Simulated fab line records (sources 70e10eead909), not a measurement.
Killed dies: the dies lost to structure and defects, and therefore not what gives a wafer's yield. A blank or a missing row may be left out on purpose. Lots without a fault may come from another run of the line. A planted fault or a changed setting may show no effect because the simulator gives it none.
fab line records	flow nand-harc	part 1 of 2: steps 1 to 4 of 6
record lots=23	wafers=69	last-day=27
route steps=1159 shown A_CONTACT@943 A_BLC@974 A_M1@1043 THIN_TSV@1132
lots that met no fault: taken from a fault-free run of the same line
start-h: hours from the record's opening day to when the first of the lot's shown wafers began	wait-h: how many hours have passed since the lot's step before this one	" unchanged from the row above	L1.1+2: a row that stands for several wafers	- no value, or no start given	* or withheld: withheld	< > ~ a bound
route shown NAME@n: NAME is a module with steps in the file, n the number in the route of the first one	usual: the fault-free wafers' mean and standard deviation	same: alike in all rows	chamber/n: place in a boat	sites: readings site by site	_std_site: the values' standard deviation	_edge_site: inner sites' mean taken away from outer sites' mean	radius-mm: how far each site lies from the wafer's centre	mask NAME#n: copy n	behind: tool/chamber where the wafer was last shaped	hold: why the lot was held/for how many hours/how that ended	device: which transistor (n, p or np) failed to switch	end of line: tests of these same wafers at the route's end	a step with no rows: only its recipe	killed: count of dies lost to structure and defects at first sort (not the wafer's yield)	map: a wafer's dies, marking killed ones x, the rest . and places with no die _
set.NAME: the setting as run; set.NAME@STEP: as run at that earlier step	model.NAME: the simulator's own value behind a step, which no gauge read
steps of the route over a sample of lots; a table a step, a row a wafer
services: the hour from which a tool's chamber was out of use, counted from the record's first day as start-h (under 0 if before that day), plus the number of hours and why
## steps
# step NHARC_A_CONTACT_ETCH_134
# recipe source-w=withheld	pressure-mtorr=20	bias-v=withheld	time-s=140	target-depth-a=7000	ar-flow-sccm=withheld	c4f8-flow-sccm=withheld	o2-flow-sccm=withheld	chemistry=C4F8/O2/Ar
# usual chamber-pressure-mTorr=19.999/0.02
lot.wafer	tool	chamber	start-h	wait-h	chamber-pressure-mTorr	rf-hours-counter-h
L074.1	har-cap-etch-01	0	391.77	-	20.013	55
L074.6	"	1	"	"	20.017	-
L074.5	"	0	"	"	20.048	-
L075.2	har-cap-etch-03	1	423.43	-	20.013	89
L075.3	"	0	"	"	20.024	-
L075.6	"	0	"	"	19.990	-
L076.1	har-cap-etch-03	1	427.54	-	19.981	90
L076.4	"	0	"	"	19.963	-
L076.3	"	1	"	"	20.002	-
L077.1	har-cap-etch-02	1	433.52	-	19.992	15
L077.4	"	1	"	"	20.013	-
L077.6	"	0	"	"	20.016	-
L079.4	har-cap-etch-02	0	439.36	-	19.995	-
L079.6	"	0	"	"	20.013	-
L079.5	"	1	"	"	19.985	-
L078.1	har-cap-etch-03	1	444.81	-	20.009	92
L078.4	"	0	"	"	19.984	-
L078.5	"	0	"	"	19.979	-
L082.2	har-cap-etch-03	1	495.67	-	20.011	96
L082.4	"	0	"	"	20.028	-
L082.6	"	1	"	"	20.015	-
L083.3	har-cap-etch-01	0	495.87	-	20.006	-
L083.6	"	1	"	"	20.015	-
L083.5	"	0	"	"	19.977	-
L084.1	har-cap-etch-03	1	505.06	-	20.007	98
L084.3	"	0	"	"	19.998	-
L084.5	"	0	"	"	20.012	-
L088.2	har-cap-etch-01	0	505.24	-	19.981	69
L088.6	"	1	"	"	19.976	-
L088.5	"	0	"	"	19.966	-
L085.4	har-cap-etch-02	1	511.17	-	20.013	-
L085.5	"	1	"	"	20.026	-
L085.6	"	0	"	"	19.980	-
L080.1	har-cap-etch-01	0	512.25	-	19.990	71
L080.2	"	1	"	"	20.016	71
L080.4	"	1	"	"	20.001	-
L081.2	har-cap-etch-02	1	517.41	-	20.038	27
L081.3	"	0	"	"	19.966	-
L081.4	"	1	"	"	20.037	-
L089.2	har-cap-etch-02	0	524.46	-	20.028	29
L089.3	"	1	"	"	19.979	-
L089.6	"	1	"	"	20.001	-
L087.4	har-cap-etch-01	0	524.75	-	20.006	-
L087.5	"	1	"	"	19.991	-
L087.6	"	0	"	"	20.035	-
L091.1	har-cap-etch-03	1	525.74	-	19.991	105
L091.4	"	1	"	"	19.972	-
L091.3	"	0	"	"	19.995	-
L090.1	har-cap-etch-02	0	526.73	-	19.994	30
L090.2	"	1	"	"	20.004	30
L090.5	"	0	"	"	19.993	-
L092.2	har-cap-etch-01	1	529.15	-	20.009	75
L092.5	"	0	"	"	20.019	-
L092.6	"	1	"	"	19.976	-
L094.1	har-cap-etch-01	1	554.66	-	19.998	82
L094.6	"	0	"	"	19.998	-
L094.5	"	1	"	"	19.984	-
L093.2	har-cap-etch-02	0	556.28	-	19.992	39
L093.1	"	1	"	"	20.025	39
L093.5	"	1	"	"	20.004	-
L097.4	har-cap-etch-01	0	559.33	-	20.021	-
L097.3	"	1	"	"	19.985	-
L097.6	"	1	"	"	19.976	-
L096.2	har-cap-etch-01	1	560.18	-	19.987	85
L096.6	"	1	"	"	20.027	-
L096.5	"	0	"	"	19.994	-
L095.1	har-cap-etch-02	1	568.77	-	19.977	45
L095.2	"	0	"	"	19.977	45
L095.6	"	1	"	"	20.002	-
# step NHARC_A_CONTACT_STRIP_26
# recipe o2-flow-sccm=500	ar-flow-sccm=0	bias-w=0	chemistry=O2
# usual chamber-pressure-mTorr=60.00/0.056	drypump-motor-current-A=5.6/0.35	oes-product-au=1.001/0.0079	rf-vpp-V=57.6/0.93	showerhead-plenum-p-Torr=3.46/0.13	throttle-valve-pct=17.034/0.0091
lot.wafer	tool	chamber	start-h	wait-h	chamber-pressure-mTorr	drypump-motor-current-A	oes-product-au	rf-hours-counter-h	rf-vpp-V	showerhead-plenum-p-Torr	throttle-valve-pct
L074.1	rie-diel-04	3	-	-	59.99	5.0	0.989	18	57.7	3.54	17.019
L074.5	"	3	"	"	60.06	5.0	0.987	-	59.0	3.54	17.034
L074.6	"	0	"	"	60.17	5.6	0.990	-	57.9	3.32	17.023
L075.2	rie-diel-04	0	-	-	60.12	5.6	0.994	21	57.8	3.31	17.044
L075.3	"	1	"	"	59.96	5.9	1.012	20	56.7	3.50	17.017
L075.6	"	0	"	"	60.06	5.6	0.991	-	57.4	3.31	17.043
L076.1	rie-diel-04	2	-	-	60.06	5.6	0.998	21	56.5	3.47	17.043
L076.4	"	0	"	"	59.97	5.5	0.998	22	56.7	3.31	17.029
L076.3	"	1	"	"	60.09	5.9	0.998	21	57.0	3.50	17.016
L077.4	rie-diel-11	0	-	-	59.97	5.5	1.006	20	55.2	3.30	17.026
L077.1	"	2	"	"	59.92	5.8	1.004	19	57.8	3.43	17.038
L077.6	"	1	"	"	60.10	5.7	0.997	-	58.0	3.54	17.035
L079.4	rie-diel-13	2	-	-	60.02	5.7	1.016	55	57.7	3.30	17.028
L079.6	"	2	"	"	60.04	5.7	1.007	-	59.4	3.30	17.040
L079.5	"	3	"	"	59.96	6.5	1.002	-	59.4	3.78	17.026
L078.1	rie-diel-11	1	-	-	60.04	5.7	1.008	25	57.4	3.54	17.048
L078.4	"	3	"	"	60.00	5.7	1.010	23	56.7	3.42	17.045
L078.5	"	1	"	"	60.01	5.7	0.997	-	58.4	3.54	17.021
L083.3	rie-diel-11	2	-	-	60.15	5.8	0.995	39	57.3	3.42	17.026
L083.5	"	1	"	"	60.02	5.7	1.011	-	57.6	3.53	17.029
L083.6	"	2	"	"	60.02	5.8	1.007	-	58.1	3.42	17.034
L082.4	rie-diel-11	0	-	-	60.09	5.5	1.013	38	56.5	3.29	17.021
L082.2	"	1	"	"	60.05	5.7	0.996	39	58.3	3.53	17.037
L082.6	"	1	"	"	59.99	5.7	0.999	-	57.4	3.53	17.029
L084.3	rie-diel-13	2	-	-	59.99	5.7	0.988	20	57.3	3.29	17.040
L084.1	"	0	"	"	59.94	5.5	0.989	12	56.5	3.56	17.031
L084.5	"	2	"	"	59.98	5.7	0.992	-	56.8	3.29	17.037
L088.2	rie-diel-04	3	-	-	59.97	5.0	0.999	8	57.7	3.53	17.041
L088.5	"	1	"	"	59.97	5.8	0.991	-	57.0	3.49	17.021
L088.6	"	2	"	"	59.91	5.6	0.998	-	59.1	3.47	17.047
L085.4	rie-diel-11	1	-	-	59.98	5.7	1.007	46	57.9	3.53	17.024
L085.5	"	2	"	"	60.07	5.8	1.002	-	59.0	3.42	17.036
L085.6	"	3	"	"	60.05	5.8	1.014	-	57.5	3.41	17.037
L080.4	rie-diel-11	0	-	-	60.00	5.5	1.005	44	57.2	3.29	17.052
L080.2	"	1	"	"	60.08	5.7	1.001	46	57.1	3.53	17.024
L080.1	"	2	"	"	59.95	5.8	1.003	47	58.9	3.42	17.044
L081.2	rie-diel-13	2	-	-	59.90	5.7	1.005	25	57.3	3.29	17.039
L081.4	"	0	"	"	60.00	5.5	1.001	18	57.9	3.55	17.016
L081.3	"	1	"	"	59.98	5.4	1.002	24	56.0	3.41	17.025
L089.2	rie-diel-13	3	-	-	60.06	6.5	0.995	28	57.9	3.76	17.035
L089.3	"	0	"	"	59.96	5.5	1.009	21	58.8	3.55	17.032
L089.6	"	2	"	"	60.02	5.7	0.994	-	57.2	3.29	17.040
L087.4	rie-diel-11	1	-	-	60.06	5.7	1.009	50	58.7	3.52	17.031
L087.5	"	1	"	"	60.11	5.7	1.007	-	57.7	3.52	17.029
L087.6	"	2	"	"	59.94	5.8	1.004	-	56.5	3.42	17.043
L091.1	rie-diel-11	2	-	-	60.05	5.8	1.007	52	57.3	3.42	17.022
L091.4	"	3	"	"	59.98	5.8	1.011	50	56.7	3.41	17.032
L091.3	"	0	"	"	59.90	5.5	1.006	49	56.3	3.28	17.037
L090.2	rie-diel-04	0	-	-	59.95	5.6	1.000	14	57.3	3.30	17.017
L090.1	"	1	"	"	59.91	5.9	1.004	10	58.5	3.49	17.040
L090.5	"	2	"	"	60.02	5.7	1.013	-	57.2	3.47	17.037
L092.2	rie-diel-13	3	-	-	60.01	6.6	0.997	29	57.9	3.76	17.028
L092.6	"	0	"	"	60.00	5.5	0.994	-	58.5	3.55	17.035
L092.5	"	1	"	"	59.95	5.4	1.014	-	58.0	3.40	17.018
L094.1	rie-diel-04	2	-	-	59.96	5.6	0.991	19	57.0	3.46	17.054
L094.6	"	3	"	"	59.91	5.0	0.994	-	58.4	3.52	17.043
L094.5	"	0	"	"	59.99	5.5	1.002	-	56.9	3.30	17.017
L093.1	rie-diel-13	2	-	-	60.02	5.7	1.011	43	58.0	3.28	17.040
L093.2	"	0	"	"	59.95	5.5	1.005	35	56.2	3.54	17.034
L093.5	"	2	"	"	60.03	5.7	1.010	-	58.2	3.28	17.045
L097.3	rie-diel-04	2	-	-	59.93	5.6	1.000	22	58.4	3.46	17.037
L097.4	"	1	"	"	60.02	5.9	0.993	19	56.6	3.49	17.055
L097.6	"	2	"	"	60.06	5.7	0.997	-	57.1	3.46	17.047
L096.2	rie-diel-11	1	-	-	60.03	5.7	1.006	4	58.7	3.52	17.033
L096.5	"	1	"	"	60.01	5.7	1.000	-	59.1	3.52	17.027
L096.6	"	2	"	"	60.07	5.8	0.996	-	56.5	3.41	17.042
L095.1	rie-diel-04	2	-	-	60.06	5.6	0.993	24	57.6	3.46	17.033
L095.2	"	0	"	"	60.01	5.6	1.001	25	56.9	3.30	17.032
L095.6	"	1	"	"	60.02	5.8	0.999	-	56.3	3.48	17.032
# step NHARC_A_BLC_CD_MEAS_10
# recipe target-cd-nm=100	landing-energy-ev=500
# usual cd-nm=99.9/0.36
lot.wafer	tool	chamber	start-h	wait-h	cd-nm
L074.1	cd-sem-01	0	409.97	-	100.0
L074.5	"	0	"	"	99.7
L074.6	"	0	"	"	99.7
L075.2	cd-sem-03	0	430.47	-	99.6
L075.3	"	0	"	"	100.5
L075.6	"	0	"	"	100.0
L076.1	cd-sem-03	0	431.62	-	99.5
L076.3	"	0	"	"	100.3
L076.4	"	0	"	"	100.1
L077.1	cd-sem-01	0	437.68	-	100.6
L077.4	"	0	"	"	99.4
L077.6	"	0	"	"	100.1
L079.4	cd-sem-02	0	453.67	-	99.2
L079.5	"	0	"	"	99.2
L079.6	"	0	"	"	99.6
L078.1	cd-sem-03	0	459.90	-	99.8
L078.4	"	0	"	"	99.2
L078.5	"	0	"	"	99.4
L083.3	cd-sem-01	0	508.92	-	99.8
L083.5	"	0	"	"	99.6
L083.6	"	0	"	"	100.0
L082.2	cd-sem-02	0	509.65	-	100.1
L082.4	"	0	"	"	100.1
L082.6	"	0	"	"	100.1
L084.1	cd-sem-02	0	510.71	-	99.7
L084.3	"	0	"	"	99.7
L084.5	"	0	"	"	99.6
L088.2	cd-sem-01	0	510.93	-	100.3
L088.5	"	0	"	"	100.0
L088.6	"	0	"	"	99.8
L085.4	cd-sem-03	0	516.06	-	99.4
L085.5	"	0	"	"	99.7
L085.6	"	0	"	"	99.4
L080.1	cd-sem-02	0	516.73	-	100.2
L080.2	"	0	"	"	99.9
L080.4	"	0	"	"	99.8
L081.2	cd-sem-01	0	529.84	-	100.1
L081.3	"	0	"	"	99.8
L081.4	"	0	"	"	99.6
L089.2	cd-sem-03	0	536.70	-	99.4
L089.3	"	0	"	"	99.6
L089.6	"	0	"	"	100.2
L087.4	cd-sem-03	0	539.34	-	100.0
L087.5	"	0	"	"	99.9
L087.6	"	0	"	"	99.4
L091.1	cd-sem-01	0	541.13	-	100.0
L091.3	"	0	"	"	99.2
L091.4	"	0	"	"	99.5
L090.1	cd-sem-02	0	541.16	-	99.8
L090.2	"	0	"	"	100.1
L090.5	"	0	"	"	100.1
L092.2	cd-sem-02	0	546.02	-	99.9
L092.5	"	0	"	"	99.7
L092.6	"	0	"	"	99.9
L094.1	cd-sem-02	0	563.45	-	100.0
L094.5	"	0	"	"	100.0
L094.6	"	0	"	"	100.1
L093.1	cd-sem-02	0	564.33	-	99.8
L093.2	"	0	"	"	99.7
L093.5	"	0	"	"	99.8
L097.3	cd-sem-01	0	567.66	-	99.7
L097.4	"	0	"	"	99.8
L097.6	"	0	"	"	100.3
L096.2	cd-sem-01	0	568.27	-	99.7
L096.5	"	0	"	"	99.5
L096.6	"	0	"	"	100.3
L095.1	cd-sem-01	0	573.54	-	99.4
L095.2	"	0	"	"	99.6
L095.6	"	0	"	"	99.3
# step NHARC_A_BLC_STRIP_29
# recipe cf4-flow-sccm=150	ar-flow-sccm=0	bias-w=0	chemistry=CF4
# usual chamber-pressure-mTorr=50.00/0.041	drypump-motor-current-A=5.6/0.35	oes-product-au=0.997/0.0067	rf-vpp-V=59.6/1	showerhead-plenum-p-Torr=1.80/0.084	throttle-valve-pct=13.283/0.0098
lot.wafer	tool	chamber	start-h	wait-h	chamber-pressure-mTorr	drypump-motor-current-A	oes-product-au	rf-hours-counter-h	rf-vpp-V	showerhead-plenum-p-Torr	throttle-valve-pct
L074.1	rie-diel-09	1	411.38	0.1	50.10	5.4	0.995	47	61.1	1.89	13.288
L074.6	"	1	"	"	50.05	5.4	0.985	-	59.1	1.89	13.284
L074.5	"	2	"	"	50.00	5.3	0.993	-	60.2	1.77	13.280
L075.2	rie-diel-06	3	431.70	0.1	49.97	5.1	1.006	0	60.6	1.87	13.284
L075.3	"	1	"	"	49.92	6.1	0.997	0	60.0	1.89	13.278
L075.6	"	1	"	"	49.98	6.1	0.995	-	60.0	1.89	13.277
L076.3	rie-diel-06	3	432.85	0.1	49.98	5.1	0.996	0	59.7	1.87	13.291
L076.1	"	1	"	"	49.92	6.1	0.995	0	59.6	1.89	13.284
L076.4	"	3	"	"	49.95	5.1	1.002	-	61.9	1.87	13.287
L077.1	rie-diel-08	2	438.93	0.1	50.06	5.9	0.991	8	59.9	1.88	13.282
L077.4	"	3	"	"	50.06	5.5	0.992	12	58.7	1.82	13.290
L077.6	"	1	"	"	50.00	5.2	1.006	-	60.9	1.80	13.264
L079.4	rie-diel-08	3	454.90	0.1	50.01	5.5	0.984	14	60.9	1.82	13.315
L079.5	"	3	"	"	50.05	5.5	0.992	-	61.2	1.82	13.287
L079.6	"	0	"	"	50.00	5.3	0.999	-	57.7	1.75	13.268
L078.1	rie-diel-08	1	461.13	0.1	49.97	5.2	1.004	14	59.7	1.80	13.286
L078.4	"	2	"	"	49.98	5.9	1.000	11	60.2	1.88	13.287
L078.5	"	1	"	"	49.99	5.2	1.010	-	59.4	1.80	13.284
L083.3	rie-diel-06	2	510.18	0.1	50.01	5.6	1.007	7	59.1	1.76	13.267
L083.6	"	0	"	"	49.99	5.9	1.000	-	58.2	1.65	13.286
L083.5	"	1	"	"	49.96	6.1	1.017	-	58.7	1.89	13.301
L082.2	rie-diel-08	0	511.20	0.1	50.02	5.3	0.995	2	60.1	1.75	13.278
L082.6	"	2	"	"	50.03	5.9	0.999	-	58.4	1.88	13.291
L082.4	"	1	"	"	49.98	5.2	1.005	-	59.7	1.80	13.292
L084.1	rie-diel-06	1	511.98	0.1	49.94	6.1	1.006	8	60.4	1.88	13.280
L084.3	"	2	"	"	49.96	5.6	1.003	8	59.6	1.76	13.290
L084.5	"	3	"	"	50.02	5.1	1.003	-	59.6	1.87	13.282
L088.2	rie-diel-06	0	512.88	0.1	50.04	5.8	0.995	8	57.2	1.65	13.263
L088.5	"	2	"	"	49.97	5.6	1.002	-	59.1	1.76	13.276
L088.6	"	3	"	"	50.01	5.1	1.005	-	60.8	1.87	13.275
L085.4	rie-diel-06	2	517.30	0.1	49.98	5.6	0.998	8	58.3	1.76	13.264
L085.6	"	0	"	"	49.95	5.8	0.992	-	59.7	1.65	13.269
L085.5	"	1	"	"	49.96	6.1	0.998	-	60.2	1.88	13.302
L080.4	rie-diel-06	2	518.17	0.1	50.00	5.6	0.994	8	59.2	1.76	13.297
L080.2	"	0	"	"	50.01	5.8	0.996	8	58.4	1.65	13.282
L080.1	"	1	"	"	50.00	6.1	0.993	9	59.8	1.88	13.280
L081.4	rie-diel-06	3	531.06	0.1	50.07	5.1	0.996	10	60.2	1.87	13.288
L081.2	"	0	"	"	50.04	5.8	0.991	9	58.6	1.65	13.286
L081.3	"	2	"	"	50.04	5.6	0.999	9	60.2	1.76	13.263
L089.2	rie-diel-08	2	537.93	0.1	49.98	5.9	0.997	5	59.4	1.88	13.278
L089.3	"	1	"	"	50.02	5.2	1.001	5	58.5	1.80	13.279
L089.6	"	2	"	"	49.94	5.9	0.994	-	59.3	1.88	13.289
L087.4	rie-diel-08	1	540.55	0.1	49.93	5.2	0.995	5	61.0	1.80	13.295
L087.6	"	1	"	"	50.02	5.2	0.999	-	59.9	1.80	13.292
L087.5	"	2	"	"	50.06	5.9	0.992	-	60.1	1.88	13.296
L091.4	rie-diel-06	1	542.36	0.1	50.08	6.1	1.006	11	60.7	1.88	13.288
L091.1	"	2	"	"	49.99	5.6	0.997	10	58.3	1.76	13.284
L091.3	"	0	"	"	50.04	5.8	0.997	11	59.0	1.64	13.300
L090.1	rie-diel-08	0	542.39	0.1	49.94	5.3	1.000	5	59.0	1.74	13.283
L090.2	"	2	"	"	49.97	5.9	1.000	6	60.6	1.88	13.292
L090.5	"	1	"	"	50.04	5.2	0.980	-	58.9	1.80	13.288
L092.2	rie-diel-06	0	547.29	0.1	50.00	5.8	1.001	11	58.4	1.65	13.276
L092.6	"	3	"	"	50.02	5.2	1.002	-	60.3	1.87	13.285
L092.5	"	0	"	"	49.98	5.8	0.999	-	59.4	1.64	13.300
L094.1	rie-diel-08	2	564.99	0.1	49.96	5.9	0.990	7	60.3	1.88	13.292
L094.5	"	1	"	"	49.98	5.2	0.991	-	59.8	1.80	13.270
L094.6	"	2	"	"	49.98	5.9	0.981	-	60.6	1.88	13.276
L093.1	rie-diel-08	3	565.58	0.1	50.04	5.5	0.986	5	58.4	1.82	13.283
L093.2	"	0	"	"	50.01	5.3	0.996	7	58.8	1.74	13.293
L093.5	"	2	"	"	49.96	5.9	0.995	-	59.4	1.88	13.285
L097.3	rie-diel-06	1	568.89	0.1	49.94	6.1	1.004	14	60.5	1.88	13.279
L097.4	"	3	"	"	50.01	5.1	1.006	14	61.6	1.87	13.274
L097.6	"	0	"	"	49.96	5.8	0.988	-	60.5	1.64	13.297
L096.2	rie-diel-08	0	569.62	0.1	49.98	5.3	0.989	8	59.2	1.74	13.274
L096.6	"	0	"	"	50.09	5.3	1.002	-	60.1	1.74	13.306
L096.5	"	1	"	"	49.97	5.1	0.993	-	61.0	1.80	13.284
L095.2	rie-diel-06	0	575.26	0.1	50.00	5.8	0.991	15	58.4	1.64	13.271
L095.1	"	1	"	"	50.05	6.1	0.997	15	59.3	1.88	13.287
L095.6	"	0	"	"	49.94	5.8	0.986	-	59.2	1.64	13.289
